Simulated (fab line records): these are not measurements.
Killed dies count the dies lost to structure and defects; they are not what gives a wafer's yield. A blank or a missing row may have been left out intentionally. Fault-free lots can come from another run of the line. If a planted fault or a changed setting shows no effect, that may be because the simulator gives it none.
fab line records / flow n5_finfet
record lots=6 wafers=18 last_day=17
route steps=1938 shown PASSIVATION@1909
lots untouched by any fault: they come from a run of this same line in which no faults occurred
start_h: hours from the record's opening day to when the first of the lot's shown wafers began / wait_h: hours since the lot's step before / " the same as in the row above / L1.1+2: several wafers, shown together as one row / - no value present, or no start provided / * or withheld: withheld / < > ~ a bound
route shown NAME@n: names a module that has steps shown in the file, with the first one's number in the route / usual: the fault-free wafers' mean and standard deviation / same: alike in all rows / chamber/n: place in a boat / sites: readings site by site / _std_site: their standard deviation / _edge_site: outer sites' mean less inner sites' / radius_mm: for every site, how far away it sits from the centre of the wafer / mask NAME#n: copy n / behind: the tool/chamber that last shaped the wafer / hold: reason for holding the lot/hours on hold/outcome of the hold / device: whichever transistor did not switch (one of n, p or np) / end of line: tests of these same wafers at the route's end / where a step has no rows: the recipe by itself / killed: not the wafer's yield, but the dies lost to structure and defects at the first sort / map: shows each die of a wafer: x if killed, . if not, _ if none is there
set.NAME: the setting that was run; set.NAME@STEP: the one run at that earlier step / model.NAME: the simulator's own value behind a step, which no gauge read
certain route steps with their lots: each step a table, each wafer a row
services: a tool's chamber out of use, with start hour (start_h, from the record's first day; less than 0 if before it), hours out, and reason
## steps
# step N5_PASSIVATION_AL_ETCH_33
# recipe chemistry=Cl2/BCl3 target_depth_a=28000 over_etch_frac=0.15 Cl2_flow_sccm=180 bcl3_flow_sccm=60 target=Al stop_on=TaN time_s=466.7 ion_energy_ev=100 pressure_mtorr=10 icp_w=900 bias_w=100
# usual bias_w=100.08/0.27 drypump_motor_current_A=5.8/0.44 oes_product_au=0.68/0.056 throttle_valve_pct=34.15/0.085
# same time_s=466.7
lot.wafer=L567.2 tool=rie_metal-03 chamber=1 start_h=295.16 wait_h=0.1 bias_w=100.47 drypump_motor_current_A=5.7 oes_product_au=0.62 rf_hours_counter_h=84 throttle_valve_pct=34.07
lot.wafer=L567.4 tool=rie_metal-03 chamber=0 start_h=295.16 wait_h=0.1 bias_w=100.45 drypump_motor_current_A=5.2 oes_product_au=0.77 rf_hours_counter_h=- throttle_valve_pct=34.13
lot.wafer=L567.6 tool=rie_metal-03 chamber=1 start_h=295.16 wait_h=0.1 bias_w=100.23 drypump_motor_current_A=5.7 oes_product_au=0.62 rf_hours_counter_h=- throttle_valve_pct=34.08
lot.wafer=L571.2 tool=rie_metal-03 chamber=1 start_h=314.94 wait_h=0.1 bias_w=99.90 drypump_motor_current_A=5.6 oes_product_au=0.61 rf_hours_counter_h=85 throttle_valve_pct=34.09
lot.wafer=L571.4 tool=rie_metal-03 chamber=0 start_h=314.94 wait_h=0.1 bias_w=100.22 drypump_motor_current_A=5.2 oes_product_au=0.74 rf_hours_counter_h=- throttle_valve_pct=34.18
lot.wafer=L571.5 tool=rie_metal-03 chamber=1 start_h=314.94 wait_h=0.1 bias_w=100.17 drypump_motor_current_A=5.7 oes_product_au=0.61 rf_hours_counter_h=- throttle_valve_pct=34.10
lot.wafer=L578.1 tool=rie_metal-02 chamber=0 start_h=343.15 wait_h=0.1 bias_w=100.23 drypump_motor_current_A=5.9 oes_product_au=0.74 rf_hours_counter_h=26 throttle_valve_pct=34.07
lot.wafer=L578.2 tool=rie_metal-02 chamber=1 start_h=343.15 wait_h=0.1 bias_w=100.01 drypump_motor_current_A=5.5 oes_product_au=0.62 rf_hours_counter_h=79 throttle_valve_pct=34.28
lot.wafer=L578.3 tool=rie_metal-02 chamber=1 start_h=343.15 wait_h=0.1 bias_w=99.99 drypump_motor_current_A=5.5 oes_product_au=0.62 rf_hours_counter_h=- throttle_valve_pct=34.28
lot.wafer=L577.1 tool=rie_metal-03 chamber=0 start_h=351.21 wait_h=0.1 bias_w=100.17 drypump_motor_current_A=5.2 oes_product_au=0.73 rf_hours_counter_h=25 throttle_valve_pct=34.19
lot.wafer=L577.4 tool=rie_metal-03 chamber=1 start_h=351.21 wait_h=0.1 bias_w=100.13 drypump_motor_current_A=5.7 oes_product_au=0.60 rf_hours_counter_h=- throttle_valve_pct=34.10
lot.wafer=L577.5 tool=rie_metal-03 chamber=0 start_h=351.21 wait_h=0.1 bias_w=99.73 drypump_motor_current_A=5.2 oes_product_au=0.73 rf_hours_counter_h=- throttle_valve_pct=34.19
lot.wafer=L585.1 tool=rie_metal-02 chamber=1 start_h=383.91 wait_h=0.1 bias_w=100.13 drypump_motor_current_A=5.5 oes_product_au=0.61 rf_hours_counter_h=83 throttle_valve_pct=34.28
lot.wafer=L585.4 tool=rie_metal-02 chamber=0 start_h=383.91 wait_h=0.1 bias_w=99.56 drypump_motor_current_A=6.0 oes_product_au=0.73 rf_hours_counter_h=- throttle_valve_pct=34.07
lot.wafer=L585.6 tool=rie_metal-02 chamber=0 start_h=383.91 wait_h=0.1 bias_w=99.87 drypump_motor_current_A=5.9 oes_product_au=0.74 rf_hours_counter_h=- throttle_valve_pct=34.08
lot.wafer=L583.3 tool=rie_metal-02 chamber=1 start_h=395.08 wait_h=0.2 bias_w=99.61 drypump_motor_current_A=5.5 oes_product_au=0.61 rf_hours_counter_h=- throttle_valve_pct=34.27
lot.wafer=L583.4 tool=rie_metal-02 chamber=0 start_h=395.08 wait_h=0.2 bias_w=100.39 drypump_motor_current_A=5.9 oes_product_au=0.73 rf_hours_counter_h=- throttle_valve_pct=34.09
lot.wafer=L583.5 tool=rie_metal-02 chamber=1 start_h=395.08 wait_h=0.2 bias_w=99.66 drypump_motor_current_A=5.5 oes_product_au=0.61 rf_hours_counter_h=- throttle_valve_pct=34.28
# step N5_PASSIVATION_ETCH_59
# recipe chemistry=Cl2/BCl3 target=TaN target_depth_a=650 time_s=34.9 ion_energy_ev=100 pressure_mtorr=10 icp_w=900 bias_w=100 Cl2_flow_sccm=60 bcl3_flow_sccm=30
# usual bias_w=100.01/0.3 drypump_motor_current_A=5.8/0.44 oes_product_au=0.75/0.066 throttle_valve_pct=21.04/0.091
# same time_s=34.9
lot.wafer=L567.2 tool=rie_metal-03 chamber=1 start_h=295.56 wait_h=0.3 bias_w=99.98 drypump_motor_current_A=5.7 oes_product_au=0.68 rf_hours_counter_h=84 throttle_valve_pct=21.06
lot.wafer=L567.4 tool=rie_metal-03 chamber=0 start_h=295.56 wait_h=0.3 bias_w=100.14 drypump_motor_current_A=5.2 oes_product_au=0.84 rf_hours_counter_h=- throttle_valve_pct=21.03
lot.wafer=L567.6 tool=rie_metal-03 chamber=1 start_h=295.56 wait_h=0.3 bias_w=99.65 drypump_motor_current_A=5.7 oes_product_au=0.69 rf_hours_counter_h=- throttle_valve_pct=21.04
lot.wafer=L571.2 tool=rie_metal-03 chamber=1 start_h=315.34 wait_h=0.3 bias_w=99.85 drypump_motor_current_A=5.7 oes_product_au=0.68 rf_hours_counter_h=86 throttle_valve_pct=21.04
lot.wafer=L571.4 tool=rie_metal-03 chamber=0 start_h=315.34 wait_h=0.3 bias_w=99.87 drypump_motor_current_A=5.2 oes_product_au=0.83 rf_hours_counter_h=- throttle_valve_pct=21.01
lot.wafer=L571.5 tool=rie_metal-03 chamber=1 start_h=315.34 wait_h=0.3 bias_w=99.87 drypump_motor_current_A=5.7 oes_product_au=0.68 rf_hours_counter_h=- throttle_valve_pct=21.06
lot.wafer=L578.1 tool=rie_metal-02 chamber=0 start_h=343.55 wait_h=0.3 bias_w=99.73 drypump_motor_current_A=5.9 oes_product_au=0.84 rf_hours_counter_h=26 throttle_valve_pct=20.84
lot.wafer=L578.2 tool=rie_metal-02 chamber=1 start_h=343.55 wait_h=0.3 bias_w=100.05 drypump_motor_current_A=5.5 oes_product_au=0.68 rf_hours_counter_h=79 throttle_valve_pct=21.19
lot.wafer=L578.3 tool=rie_metal-02 chamber=1 start_h=343.55 wait_h=0.3 bias_w=99.82 drypump_motor_current_A=5.5 oes_product_au=0.68 rf_hours_counter_h=- throttle_valve_pct=21.16
lot.wafer=L577.1 tool=rie_metal-03 chamber=0 start_h=351.61 wait_h=0.3 bias_w=100.18 drypump_motor_current_A=5.2 oes_product_au=0.82 rf_hours_counter_h=25 throttle_valve_pct=21.03
lot.wafer=L577.4 tool=rie_metal-03 chamber=1 start_h=351.61 wait_h=0.3 bias_w=99.66 drypump_motor_current_A=5.7 oes_product_au=0.67 rf_hours_counter_h=- throttle_valve_pct=21.06
lot.wafer=L577.5 tool=rie_metal-03 chamber=0 start_h=351.61 wait_h=0.3 bias_w=100.22 drypump_motor_current_A=5.2 oes_product_au=0.83 rf_hours_counter_h=- throttle_valve_pct=21.02
lot.wafer=L585.1 tool=rie_metal-02 chamber=1 start_h=384.31 wait_h=0.3 bias_w=100.00 drypump_motor_current_A=5.5 oes_product_au=0.68 rf_hours_counter_h=83 throttle_valve_pct=21.18
lot.wafer=L585.4 tool=rie_metal-02 chamber=0 start_h=384.31 wait_h=0.3 bias_w=99.88 drypump_motor_current_A=5.9 oes_product_au=0.83 rf_hours_counter_h=- throttle_valve_pct=20.85
lot.wafer=L585.6 tool=rie_metal-02 chamber=0 start_h=384.31 wait_h=0.3 bias_w=99.75 drypump_motor_current_A=5.9 oes_product_au=0.83 rf_hours_counter_h=- throttle_valve_pct=20.85
lot.wafer=L583.3 tool=rie_metal-02 chamber=1 start_h=395.38 wait_h=0.2 bias_w=100.08 drypump_motor_current_A=5.5 oes_product_au=0.67 rf_hours_counter_h=- throttle_valve_pct=21.19
lot.wafer=L583.4 tool=rie_metal-02 chamber=0 start_h=395.38 wait_h=0.2 bias_w=100.09 drypump_motor_current_A=5.9 oes_product_au=0.82 rf_hours_counter_h=- throttle_valve_pct=20.86
lot.wafer=L583.5 tool=rie_metal-02 chamber=1 start_h=395.38 wait_h=0.2 bias_w=99.88 drypump_motor_current_A=5.5 oes_product_au=0.68 rf_hours_counter_h=- throttle_valve_pct=21.20
# step N5_PASSIVATION_STRIP_34
# recipe chemistry=O2 power_w=600 temp_c=60 pressure_mtorr=30 rf_frequency_hz=6e+07 bias_power_w=0 overash_fraction=2 o2_flow_sccm=225
# usual drypump_motor_current_A=5.8/0.48 oes_product_au=0.81/0.09 rf_vpp_V=3.7/1.5 showerhead_plenum_p_Torr=2.10/0.072 temp_c=60.01/0.12 throttle_valve_pct=16.53/0.2
lot.wafer=L567.2 tool=rie_diel-03 chamber=0 start_h=295.68 wait_h=0.1 drypump_motor_current_A=6.3 oes_product_au=0.82 rf_hours_counter_h=68 rf_vpp_V=2.4 showerhead_plenum_p_Torr=2.04 temp_c=60.04 throttle_valve_pct=16.56
lot.wafer=L567.4 tool=rie_diel-03 chamber=1 start_h=295.68 wait_h=0.1 drypump_motor_current_A=5.7 oes_product_au=0.76 rf_hours_counter_h=142 rf_vpp_V=4.9 showerhead_plenum_p_Torr=2.19 temp_c=59.92 throttle_valve_pct=16.49
lot.wafer=L567.6 tool=rie_diel-03 chamber=3 start_h=295.68 wait_h=0.1 drypump_motor_current_A=6.2 oes_product_au=0.74 rf_hours_counter_h=- rf_vpp_V=1.6 showerhead_plenum_p_Torr=2.00 temp_c=60.23 throttle_valve_pct=16.68
lot.wafer=L571.2 tool=rie_diel-01 chamber=0 start_h=315.46 wait_h=0.1 drypump_motor_current_A=5.5 oes_product_au=0.87 rf_hours_counter_h=44 rf_vpp_V=2.5 showerhead_plenum_p_Torr=2.13 temp_c=60.06 throttle_valve_pct=16.23
lot.wafer=L571.4 tool=rie_diel-01 chamber=1 start_h=315.46 wait_h=0.1 drypump_motor_current_A=6.1 oes_product_au=0.67 rf_hours_counter_h=241 rf_vpp_V=0.9 showerhead_plenum_p_Torr=1.98 temp_c=59.98 throttle_valve_pct=16.68
lot.wafer=L571.5 tool=rie_diel-01 chamber=0 start_h=315.46 wait_h=0.1 drypump_motor_current_A=5.5 oes_product_au=0.89 rf_hours_counter_h=- rf_vpp_V=3.0 showerhead_plenum_p_Torr=2.13 temp_c=60.12 throttle_valve_pct=16.08
lot.wafer=L578.1 tool=rie_diel-05 chamber=1 start_h=343.67 wait_h=0.1 drypump_motor_current_A=6.2 oes_product_au=0.88 rf_hours_counter_h=47 rf_vpp_V=2.8 showerhead_plenum_p_Torr=2.04 temp_c=59.93 throttle_valve_pct=16.49
lot.wafer=L578.2 tool=rie_diel-05 chamber=3 start_h=343.67 wait_h=0.1 drypump_motor_current_A=5.4 oes_product_au=0.67 rf_hours_counter_h=251 rf_vpp_V=2.3 showerhead_plenum_p_Torr=2.05 temp_c=59.94 throttle_valve_pct=16.87
lot.wafer=L578.3 tool=rie_diel-05 chamber=0 start_h=343.67 wait_h=0.1 drypump_motor_current_A=5.2 oes_product_au=0.90 rf_hours_counter_h=22 rf_vpp_V=6.5 showerhead_plenum_p_Torr=2.14 temp_c=60.16 throttle_valve_pct=16.40
lot.wafer=L577.1 tool=rie_diel-03 chamber=2 start_h=351.73 wait_h=0.1 drypump_motor_current_A=6.6 oes_product_au=0.94 rf_hours_counter_h=3 rf_vpp_V=6.0 showerhead_plenum_p_Torr=2.14 temp_c=59.99 throttle_valve_pct=16.56
lot.wafer=L577.4 tool=rie_diel-03 chamber=1 start_h=351.73 wait_h=0.1 drypump_motor_current_A=5.7 oes_product_au=0.75 rf_hours_counter_h=165 rf_vpp_V=4.7 showerhead_plenum_p_Torr=2.18 temp_c=59.89 throttle_valve_pct=16.42
lot.wafer=L577.5 tool=rie_diel-03 chamber=1 start_h=351.73 wait_h=0.1 drypump_motor_current_A=5.7 oes_product_au=0.74 rf_hours_counter_h=- rf_vpp_V=3.3 showerhead_plenum_p_Torr=2.18 temp_c=60.08 throttle_valve_pct=16.44
lot.wafer=L585.1 tool=rie_diel-05 chamber=3 start_h=384.43 wait_h=0.1 drypump_motor_current_A=5.4 oes_product_au=0.92 rf_hours_counter_h=4 rf_vpp_V=3.8 showerhead_plenum_p_Torr=2.05 temp_c=59.88 throttle_valve_pct=16.45
lot.wafer=L585.4 tool=rie_diel-05 chamber=0 start_h=384.43 wait_h=0.1 drypump_motor_current_A=5.2 oes_product_au=0.85 rf_hours_counter_h=40 rf_vpp_V=5.5 showerhead_plenum_p_Torr=2.14 temp_c=60.09 throttle_valve_pct=16.49
lot.wafer=L585.6 tool=rie_diel-05 chamber=1 start_h=384.43 wait_h=0.1 drypump_motor_current_A=6.2 oes_product_au=0.85 rf_hours_counter_h=- rf_vpp_V=3.6 showerhead_plenum_p_Torr=2.03 temp_c=60.05 throttle_valve_pct=16.48
lot.wafer=L583.3 tool=rie_diel-03 chamber=0 start_h=395.47 wait_h=0.1 drypump_motor_current_A=6.3 oes_product_au=0.79 rf_hours_counter_h=105 rf_vpp_V=6.2 showerhead_plenum_p_Torr=2.03 temp_c=59.88 throttle_valve_pct=16.66
lot.wafer=L583.4 tool=rie_diel-03 chamber=1 start_h=395.47 wait_h=0.1 drypump_motor_current_A=5.7 oes_product_au=0.71 rf_hours_counter_h=179 rf_vpp_V=2.2 showerhead_plenum_p_Torr=2.18 temp_c=59.87 throttle_valve_pct=16.50
lot.wafer=L583.5 tool=rie_diel-03 chamber=2 start_h=395.47 wait_h=0.1 drypump_motor_current_A=6.6 oes_product_au=0.91 rf_hours_counter_h=- rf_vpp_V=3.0 showerhead_plenum_p_Torr=2.13 temp_c=59.94 throttle_valve_pct=16.61
# step N5_PASSIVATION_STRIP_51
# recipe chemistry=post_etch_residue_remover time_s=1200 temp_c=72.5
# step N5_PASSIVATION_CLEAN_69
# recipe chemistry=IPA time_s=180 temp_c=25
# step N5_PASSIVATION_SRD_70
# recipe dry=ipa_marangoni time_s=30 temp_c=23 rinse_liquid=diw
# step N5_PASSIVATION_PECVD_53
# recipe material=SiO2 target_thk_a=8000 temp_c=400 precursor=TEOS/O2 pressure_torr=6.5 rf_w=withheld teos_flow_sccm=withheld gas=O2 flow_sccm=2650 time_s=169.4
# step N5_PASSIVATION_PECVD_35
# recipe material=SiNx target_thk_a=7000 temp_c=400 precursor=SiH4/NH3/N2 pressure_torr=4.9 rf_w=1406 time_s=151.3
# usual heater_power_w=408/83 showerhead_plenum_p_Torr=8.68/0.12 showerhead_vpp_V=2358/110 throttle_valve_pct=29.1/1.6
# same time_s=151.3
lot.wafer=L567.2 tool=pecvd-03 chamber=2 start_h=296.29 wait_h=0.1 heater_power_w=387 showerhead_plenum_p_Torr=8.70 showerhead_vpp_V=2444 throttle_valve_pct=27.8
lot.wafer=L567.4 tool=pecvd-03 chamber=2 start_h=296.29 wait_h=0.1 heater_power_w=417 showerhead_plenum_p_Torr=8.71 showerhead_vpp_V=2443 throttle_valve_pct=27.7
lot.wafer=L567.6 tool=pecvd-03 chamber=0 start_h=296.29 wait_h=0.1 heater_power_w=453 showerhead_plenum_p_Torr=8.78 showerhead_vpp_V=2337 throttle_valve_pct=30.5
lot.wafer=L571.2 tool=pecvd-03 chamber=2 start_h=316.07 wait_h=0.1 heater_power_w=466 showerhead_plenum_p_Torr=8.72 showerhead_vpp_V=2459 throttle_valve_pct=27.4
lot.wafer=L571.4 tool=pecvd-03 chamber=2 start_h=316.07 wait_h=0.1 heater_power_w=317 showerhead_plenum_p_Torr=8.71 showerhead_vpp_V=2528 throttle_valve_pct=27.7
lot.wafer=L571.5 tool=pecvd-03 chamber=1 start_h=316.07 wait_h=0.1 heater_power_w=299 showerhead_plenum_p_Torr=8.61 showerhead_vpp_V=2497 throttle_valve_pct=27.5
lot.wafer=L578.1 tool=pecvd-03 chamber=2 start_h=344.28 wait_h=0.1 heater_power_w=427 showerhead_plenum_p_Torr=8.74 showerhead_vpp_V=2461 throttle_valve_pct=27.7
lot.wafer=L578.2 tool=pecvd-03 chamber=1 start_h=344.28 wait_h=0.1 heater_power_w=382 showerhead_plenum_p_Torr=8.62 showerhead_vpp_V=2511 throttle_valve_pct=27.3
lot.wafer=L578.3 tool=pecvd-03 chamber=0 start_h=344.28 wait_h=0.1 heater_power_w=472 showerhead_plenum_p_Torr=8.82 showerhead_vpp_V=2374 throttle_valve_pct=30.4
lot.wafer=L577.1 tool=pecvd-04 chamber=1 start_h=352.34 wait_h=0.1 heater_power_w=537 showerhead_plenum_p_Torr=8.66 showerhead_vpp_V=2315 throttle_valve_pct=31.3
lot.wafer=L577.4 tool=pecvd-04 chamber=2 start_h=352.34 wait_h=0.1 heater_power_w=463 showerhead_plenum_p_Torr=8.78 showerhead_vpp_V=2491 throttle_valve_pct=27.3
lot.wafer=L577.5 tool=pecvd-04 chamber=1 start_h=352.34 wait_h=0.1 heater_power_w=372 showerhead_plenum_p_Torr=8.66 showerhead_vpp_V=2275 throttle_valve_pct=31.4
lot.wafer=L585.1 tool=pecvd-03 chamber=0 start_h=385.09 wait_h=0.1 heater_power_w=531 showerhead_plenum_p_Torr=8.80 showerhead_vpp_V=2316 throttle_valve_pct=30.7
lot.wafer=L585.4 tool=pecvd-03 chamber=0 start_h=385.09 wait_h=0.1 heater_power_w=553 showerhead_plenum_p_Torr=8.77 showerhead_vpp_V=2318 throttle_valve_pct=30.5
lot.wafer=L585.6 tool=pecvd-03 chamber=1 start_h=385.09 wait_h=0.1 heater_power_w=245 showerhead_plenum_p_Torr=8.59 showerhead_vpp_V=2497 throttle_valve_pct=27.2
lot.wafer=L583.3 tool=pecvd-01 chamber=1 start_h=396.08 wait_h=0.1 heater_power_w=475 showerhead_plenum_p_Torr=8.80 showerhead_vpp_V=2173 throttle_valve_pct=30.9
lot.wafer=L583.4 tool=pecvd-01 chamber=0 start_h=396.08 wait_h=0.1 heater_power_w=367 showerhead_plenum_p_Torr=8.51 showerhead_vpp_V=2319 throttle_valve_pct=30.0
lot.wafer=L583.5 tool=pecvd-01 chamber=2 start_h=396.08 wait_h=0.1 heater_power_w=422 showerhead_plenum_p_Torr=8.49 showerhead_vpp_V=2402 throttle_valve_pct=27.7
# step N5_PASSIVATION_HMDS_37
# recipe time_s=60 temp_c=120
# step N5_PASSIVATION_COAT_38
# recipe spin_rpm=3000 resist_thk_nm=withheld
# step N5_PASSIVATION_EBR_40
# recipe solvent=PGMEA ebr_width_mm=1.5
# step N5_PASSIVATION_SOFTBAKE_39
# recipe temp_c=110 time_s=120
# step N5_PASSIVATION_EXPOSE_41
# recipe mask_id=PASS_OPEN na=0.55 defocus_nm=0 source_shape=conventional sigma_outer=0.8 polarization=unpolarized target_cd_nm=40000 dose_mj=57.25
# usual exposure_dose_mJ_cm2=57.24/0.061
lot.wafer=L567.2 tool=krf_scanner-01 chamber=0 start_h=296.55 wait_h=- mask=PASS_OPEN#0 exposure_dose_mJ_cm2=57.09
lot.wafer=L567.4 tool=krf_scanner-01 chamber=0 start_h=296.55 wait_h=- mask=PASS_OPEN#0 exposure_dose_mJ_cm2=57.18
lot.wafer=L567.6 tool=krf_scanner-01 chamber=0 start_h=296.55 wait_h=- mask=PASS_OPEN#0 exposure_dose_mJ_cm2=57.24
lot.wafer=L571.2 tool=krf_scanner-02 chamber=0 start_h=316.45 wait_h=- mask=PASS_OPEN#0 exposure_dose_mJ_cm2=57.08
lot.wafer=L571.4 tool=krf_scanner-02 chamber=0 start_h=316.45 wait_h=- mask=PASS_OPEN#0 exposure_dose_mJ_cm2=57.24
lot.wafer=L571.5 tool=krf_scanner-02 chamber=0 start_h=316.45 wait_h=- mask=PASS_OPEN#0 exposure_dose_mJ_cm2=57.11
lot.wafer=L578.1 tool=krf_scanner-02 chamber=0 start_h=344.66 wait_h=- mask=PASS_OPEN#0 exposure_dose_mJ_cm2=59.64
lot.wafer=L578.2 tool=krf_scanner-02 chamber=0 start_h=344.66 wait_h=- mask=PASS_OPEN#0 exposure_dose_mJ_cm2=59.59
lot.wafer=L578.3 tool=krf_scanner-02 chamber=0 start_h=344.66 wait_h=- mask=PASS_OPEN#0 exposure_dose_mJ_cm2=59.66
lot.wafer=L577.1 tool=krf_scanner-02 chamber=0 start_h=352.59 wait_h=- mask=PASS_OPEN#0 exposure_dose_mJ_cm2=59.62
lot.wafer=L577.4 tool=krf_scanner-02 chamber=0 start_h=352.59 wait_h=- mask=PASS_OPEN#0 exposure_dose_mJ_cm2=59.66
lot.wafer=L577.5 tool=krf_scanner-02 chamber=0 start_h=352.59 wait_h=- mask=PASS_OPEN#0 exposure_dose_mJ_cm2=59.63
lot.wafer=L585.1 tool=krf_scanner-01 chamber=0 start_h=385.40 wait_h=- mask=PASS_OPEN#0 exposure_dose_mJ_cm2=57.19
lot.wafer=L585.4 tool=krf_scanner-01 chamber=0 start_h=385.40 wait_h=- mask=PASS_OPEN#0 exposure_dose_mJ_cm2=57.12
lot.wafer=L585.6 tool=krf_scanner-01 chamber=0 start_h=385.40 wait_h=- mask=PASS_OPEN#0 exposure_dose_mJ_cm2=57.19
lot.wafer=L583.3 tool=krf_scanner-01 chamber=0 start_h=396.34 wait_h=- mask=PASS_OPEN#0 exposure_dose_mJ_cm2=57.35
lot.wafer=L583.4 tool=krf_scanner-01 chamber=0 start_h=396.34 wait_h=- mask=PASS_OPEN#0 exposure_dose_mJ_cm2=57.39
lot.wafer=L583.5 tool=krf_scanner-01 chamber=0 start_h=396.34 wait_h=- mask=PASS_OPEN#0 exposure_dose_mJ_cm2=57.32
# step N5_PASSIVATION_PEB_42
# recipe peb_temp_c=withheld peb_time_s=*
# step N5_PASSIVATION_DEVELOP_43
# recipe develop_time_s=60 rinse_liquid=diw dry=air_spin dev_temp_c=21
# step N5_PASSIVATION_HARDBAKE_45
# recipe temp_c=130 time_s=120
# step N5_PASSIVATION_CD_MEAS_44
# recipe target_cd_nm=40000 landing_energy_ev=500 detector=se_inlens
# usual cd_nm=39998/2.6
lot.wafer=L567.2 tool=cd_sem-03 chamber=0 start_h=296.72 wait_h=- cd_nm=39993
lot.wafer=L567.4 tool=cd_sem-03 chamber=0 start_h=296.72 wait_h=- cd_nm=39998
lot.wafer=L567.6 tool=cd_sem-03 chamber=0 start_h=296.72 wait_h=- cd_nm=40000
lot.wafer=L571.2 tool=cd_sem-02 chamber=0 start_h=316.63 wait_h=- cd_nm=39998
lot.wafer=L571.4 tool=cd_sem-02 chamber=0 start_h=316.63 wait_h=- cd_nm=40001
lot.wafer=L571.5 tool=cd_sem-02 chamber=0 start_h=316.63 wait_h=- cd_nm=40002
lot.wafer=L578.1 tool=cd_sem-01 chamber=0 start_h=344.84 wait_h=- cd_nm=40015
lot.wafer=L578.2 tool=cd_sem-01 chamber=0 start_h=344.84 wait_h=- cd_nm=40010
lot.wafer=L578.3 tool=cd_sem-01 chamber=0 start_h=344.84 wait_h=- cd_nm=40011
lot.wafer=L577.1 tool=cd_sem-01 chamber=0 start_h=352.77 wait_h=- cd_nm=40014
lot.wafer=L577.4 tool=cd_sem-01 chamber=0 start_h=352.77 wait_h=- cd_nm=40014
lot.wafer=L577.5 tool=cd_sem-01 chamber=0 start_h=352.77 wait_h=- cd_nm=40017
lot.wafer=L585.1 tool=cd_sem-01 chamber=0 start_h=385.58 wait_h=- cd_nm=39999
lot.wafer=L585.4 tool=cd_sem-01 chamber=0 start_h=385.58 wait_h=- cd_nm=39998
lot.wafer=L585.6 tool=cd_sem-01 chamber=0 start_h=385.58 wait_h=- cd_nm=40000
lot.wafer=L583.3 tool=cd_sem-03 chamber=0 start_h=396.51 wait_h=- cd_nm=40001
lot.wafer=L583.4 tool=cd_sem-03 chamber=0 start_h=396.51 wait_h=- cd_nm=39997
lot.wafer=L583.5 tool=cd_sem-03 chamber=0 start_h=396.51 wait_h=- cd_nm=39996
# step N5_PASSIVATION_OVL_MEAS_66
# recipe points_per_wafer=44
# usual PASS_OPEN_OVL=-3/5.5
# same points_per_wafer=44
lot.wafer=L567.2 tool=overlay-01 chamber=0 start_h=296.75 wait_h=0.0 PASS_OPEN_OVL[nm]=-1
lot.wafer=L567.4 tool=overlay-01 chamber=0 start_h=296.75 wait_h=0.0 PASS_OPEN_OVL[nm]=-3
lot.wafer=L567.6 tool=overlay-01 chamber=0 start_h=296.75 wait_h=0.0 PASS_OPEN_OVL[nm]=-9
lot.wafer=L571.2 tool=overlay-01 chamber=0 start_h=316.66 wait_h=0.0 PASS_OPEN_OVL[nm]=3
lot.wafer=L571.4 tool=overlay-01 chamber=0 start_h=316.66 wait_h=0.0 PASS_OPEN_OVL[nm]=5
lot.wafer=L571.5 tool=overlay-01 chamber=0 start_h=316.66 wait_h=0.0 PASS_OPEN_OVL[nm]=-3
lot.wafer=L578.1 tool=overlay-01 chamber=0 start_h=344.87 wait_h=0.0 PASS_OPEN_OVL[nm]=-10
lot.wafer=L578.2 tool=overlay-01 chamber=0 start_h=344.87 wait_h=0.0 PASS_OPEN_OVL[nm]=3
lot.wafer=L578.3 tool=overlay-01 chamber=0 start_h=344.87 wait_h=0.0 PASS_OPEN_OVL[nm]=-14
lot.wafer=L577.1 tool=overlay-02 chamber=0 start_h=352.80 wait_h=0.0 PASS_OPEN_OVL[nm]=2
lot.wafer=L577.4 tool=overlay-02 chamber=0 start_h=352.80 wait_h=0.0 PASS_OPEN_OVL[nm]=-8
lot.wafer=L577.5 tool=overlay-02 chamber=0 start_h=352.80 wait_h=0.0 PASS_OPEN_OVL[nm]=-5
lot.wafer=L585.1 tool=overlay-02 chamber=0 start_h=385.61 wait_h=0.0 PASS_OPEN_OVL[nm]=0
lot.wafer=L585.4 tool=overlay-02 chamber=0 start_h=385.61 wait_h=0.0 PASS_OPEN_OVL[nm]=0
lot.wafer=L585.6 tool=overlay-02 chamber=0 start_h=385.61 wait_h=0.0 PASS_OPEN_OVL[nm]=-1
lot.wafer=L583.3 tool=overlay-01 chamber=0 start_h=396.54 wait_h=0.0 PASS_OPEN_OVL[nm]=-2
lot.wafer=L583.4 tool=overlay-01 chamber=0 start_h=396.54 wait_h=0.0 PASS_OPEN_OVL[nm]=-5
lot.wafer=L583.5 tool=overlay-01 chamber=0 start_h=396.54 wait_h=0.0 PASS_OPEN_OVL[nm]=2
## services
tool=krf_scanner-02 chamber=- start_h=289.07 hours=1.0 kind=pm
tool=pecvd-03 chamber=- start_h=292.21 hours=0.6 kind=repair
tool=krf_scanner-02 chamber=- start_h=292.64 hours=0.8 kind=pm
tool=krf_scanner-01 chamber=- start_h=298.32 hours=0.8 kind=pm
tool=rie_diel-01 chamber=1 start_h=300.08 hours=2.1 kind=repair
tool=rie_diel-03 chamber=- start_h=306.71 hours=2.8 kind=pm
tool=pecvd-04 chamber=0 start_h=306.89 hours=23.2 kind=repair
tool=rie_diel-03 chamber=2 start_h=315.09 hours=11.2 kind=repair
tool=pecvd-04 chamber=- start_h=319.62 hours=0.5 kind=repair
tool=krf_scanner-01 chamber=- start_h=323.64 hours=1.3 kind=pm
tool=krf_scanner-02 chamber=- start_h=327.63 hours=0.8 kind=pm
tool=rie_diel-05 chamber=3 start_h=331.50 hours=3.1 kind=repair
tool=krf_scanner-02 chamber=- start_h=337.70 hours=2.0 kind=repair
tool=rie_diel-01 chamber=0 start_h=338.64 hours=8.2 kind=repair
tool=pecvd-03 chamber=2 start_h=351.28 hours=5.5 kind=repair
tool=krf_scanner-02 chamber=- start_h=354.65 hours=4.4 kind=pm
tool=krf_scanner-02 chamber=- start_h=361.23 hours=0.2 kind=repair
tool=krf_scanner-01 chamber=- start_h=366.12 hours=2.3 kind=repair
tool=krf_scanner-02 chamber=- start_h=384.26 hours=1.9 kind=repair
tool=rie_metal-03 chamber=0 start_h=385.93 hours=3.5 kind=repair
tool=rie_metal-02 chamber=- start_h=386.02 hours=0.7 kind=repair
tool=krf_scanner-02 chamber=- start_h=390.52 hours=1.3 kind=pm
tool=rie_metal-02 chamber=- start_h=391.73 hours=1.4 kind=pm
tool=krf_scanner-02 chamber=- start_h=395.10 hours=5.2 kind=repair
## key
first_sign step=N5_PASSIVATION_EXPOSE_41 reading=exposure_dose_mJ_cm2 direction=up sigmas=39 usual=57.24 struck=59.63
effect step=N5_PASSIVATION_CD_MEAS_44 reading=cd_nm direction=up sigmas=3.8 usual=39998 struck=40013
met_at N5_PASSIVATION_EXPOSE_41
struck_wafers L577.1,L577.4,L577.5,L578.1,L578.2,L578.3
onset_between 316.45 344.66
fault kind=process_parameter_drift tool=krf_scanner-02 chamber=- onset_h=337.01 steps=N5_PASSIVATION_EXPOSE_41 channel=dose_mj offset=2.421 shape=step acts_in=these_recipes_only stated=57.25
